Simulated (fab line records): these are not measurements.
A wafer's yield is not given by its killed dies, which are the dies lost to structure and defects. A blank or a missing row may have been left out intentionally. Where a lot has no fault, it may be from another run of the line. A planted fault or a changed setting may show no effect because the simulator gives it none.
Split-lot study || flow n5 finfet || on a route of 1938 steps: 7 lots, 21 wafers read

THE SPLIT ITSELF
At N5_BEOL_M10_PEB_26 (peb time 60 s), the setting peb time s was moved away from the recipe's 60 s on 6 of the 21 wafers read, by +5.9% to +14.5%. The other wafers ran this setting at the recipe's value.

BETWEEN THE SPLIT AND THE READING: the file shows 1 step in between
- N5_BEOL_M10_DEVELOP_27: develop time 30 s

THE READING
At N5_BEOL_M10_CD_MEAS_28: cd nm in nanometres, against a target cd of 70 nm. On this fab line, fault-free wafers typically give 69.9 nm with a standard deviation of 0.8 nm.

{"wafer": "L075.2", "tool, chamber at the split": "litho track-04, 0", "peb time s as run, s": 60, "against the recipe": "recipe", "cd nm, nm": 69.7, "against lot-mates on the recipe": "-"}
{"wafer": "L075.3", "tool, chamber at the split": "litho track-04, 0", "peb time s as run, s": 60, "against the recipe": "recipe", "cd nm, nm": 68.7, "against lot-mates on the recipe": "-"}
{"wafer": "L075.5", "tool, chamber at the split": "litho track-04, 0", "peb time s as run, s": 63.9, "against the recipe": "+6.5%", "cd nm, nm": 72.8, "against lot-mates on the recipe": "+3.6"}
{"wafer": "L077.1", "tool, chamber at the split": "litho track-05, 0", "peb time s as run, s": 60, "against the recipe": "recipe", "cd nm, nm": 69.8, "against lot-mates on the recipe": "-"}
{"wafer": "L077.2", "tool, chamber at the split": "litho track-05, 0", "peb time s as run, s": 60, "against the recipe": "recipe", "cd nm, nm": 69.8, "against lot-mates on the recipe": "-"}
{"wafer": "L077.3", "tool, chamber at the split": "litho track-05, 0", "peb time s as run, s": 60, "against the recipe": "recipe", "cd nm, nm": 69.8, "against lot-mates on the recipe": "-"}
{"wafer": "L081.3", "tool, chamber at the split": "litho track-04, 0", "peb time s as run, s": 63.53, "against the recipe": "+5.9%", "cd nm, nm": 73.2, "against lot-mates on the recipe": "+2.4"}
{"wafer": "L081.5", "tool, chamber at the split": "litho track-04, 0", "peb time s as run, s": 60, "against the recipe": "recipe", "cd nm, nm": 71.3, "against lot-mates on the recipe": "-"}
{"wafer": "L081.6", "tool, chamber at the split": "litho track-04, 0", "peb time s as run, s": 60, "against the recipe": "recipe", "cd nm, nm": 70.4, "against lot-mates on the recipe": "-"}
{"wafer": "L085.1", "tool, chamber at the split": "litho track-05, 0", "peb time s as run, s": 60, "against the recipe": "recipe", "cd nm, nm": 70.1, "against lot-mates on the recipe": "-"}
{"wafer": "L085.3", "tool, chamber at the split": "litho track-05, 0", "peb time s as run, s": 60, "against the recipe": "recipe", "cd nm, nm": 70.1, "against lot-mates on the recipe": "-"}
{"wafer": "L085.4", "tool, chamber at the split": "litho track-05, 0", "peb time s as run, s": 60, "against the recipe": "recipe", "cd nm, nm": 69.9, "against lot-mates on the recipe": "-"}
{"wafer": "L090.2", "tool, chamber at the split": "litho track-03, 0", "peb time s as run, s": 60, "against the recipe": "recipe", "cd nm, nm": 70.7, "against lot-mates on the recipe": "-"}
{"wafer": "L090.4", "tool, chamber at the split": "litho track-03, 0", "peb time s as run, s": 60, "against the recipe": "recipe", "cd nm, nm": 71.3, "against lot-mates on the recipe": "-"}
{"wafer": "L090.6", "tool, chamber at the split": "litho track-03, 0", "peb time s as run, s": 60, "against the recipe": "recipe", "cd nm, nm": 70.9, "against lot-mates on the recipe": "-"}
{"wafer": "L092.1", "tool, chamber at the split": "litho track-03, 0", "peb time s as run, s": 60, "against the recipe": "recipe", "cd nm, nm": 69.4, "against lot-mates on the recipe": "-"}
{"wafer": "L092.4", "tool, chamber at the split": "litho track-03, 0", "peb time s as run, s": 68.67, "against the recipe": "+14.5%", "cd nm, nm": 74.9, "against lot-mates on the recipe": "+5.5"}
{"wafer": "L092.6", "tool, chamber at the split": "litho track-03, 0", "peb time s as run, s": 68.67, "against the recipe": "+14.5%", "cd nm, nm": 75.7, "against lot-mates on the recipe": "+6.3"}
{"wafer": "L097.1", "tool, chamber at the split": "litho track-05, 0", "peb time s as run, s": 66.47, "against the recipe": "+10.8%", "cd nm, nm": 73.6, "against lot-mates on the recipe": "+3.2"}
{"wafer": "L097.2", "tool, chamber at the split": "litho track-05, 0", "peb time s as run, s": 66.47, "against the recipe": "+10.8%", "cd nm, nm": 73.8, "against lot-mates on the recipe": "+3.4"}
{"wafer": "L097.3", "tool, chamber at the split": "litho track-05, 0", "peb time s as run, s": 60, "against the recipe": "recipe", "cd nm, nm": 70.4, "against lot-mates on the recipe": "-"}

THE FIT
A straight line over all 21 wafers: cd nm changes by +0.355 nm for each +1% of peb time s; r = +0.94; the points scatter about the line by 0.67 nm.
The same after taking each lot's own level away (the mean of its wafers on the recipe; 21 wafers): +0.382 nm for each +1%; r = +0.97; scatter 0.48 nm.
On that fit, the largest move of peb time s shifts the reading by 5.5 nm.
The lots' own levels span 69.20 to 70.97 nm, that is 2.2 times the standard deviation above.
Hence the lot-to-lot level has little effect on the slope; both slopes agree.
Check: with one of the wafers moved furthest among these (+14.5%) left out of the fit, the line predicts +5.56 nm for it against its lot-mates. It came out at +5.5 nm against them.

OTHER SPLITS ON THESE WAFERS
Note: prior to the reading, these wafers also went through further splits. Each is held against what the fit with the lots' levels taken away leaves over:
{"other split on the same wafers": "N5_BEOL_M7_TRENCH_ETCH_37 bias w", "wafers away from the commonest value": 6, "r with cd nm (lot level and that fit taken away)": -0.02}
{"other split on the same wafers": "N5_BEOL_M8_DESCUM_33 time s", "wafers away from the commonest value": 9, "r with cd nm (lot level and that fit taken away)": -0.44}
{"other split on the same wafers": "N5_BEOL_M8_TRENCH_ETCH_37 bias w", "wafers away from the commonest value": 4, "r with cd nm (lot level and that fit taken away)": -0.11}
{"other split on the same wafers": "N5_BEOL_M9_ETCH_66 time s", "wafers away from the commonest value": 10, "r with cd nm (lot level and that fit taken away)": -0.28}
{"other split on the same wafers": "N5_BEOL_M10_COAT_63 spin rpm", "wafers away from the commonest value": 8, "r with cd nm (lot level and that fit taken away)": -0.35}

FILE'S OWN FIT
cd nm changes by +0.394 nm for each +1% of peb time s, r = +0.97.
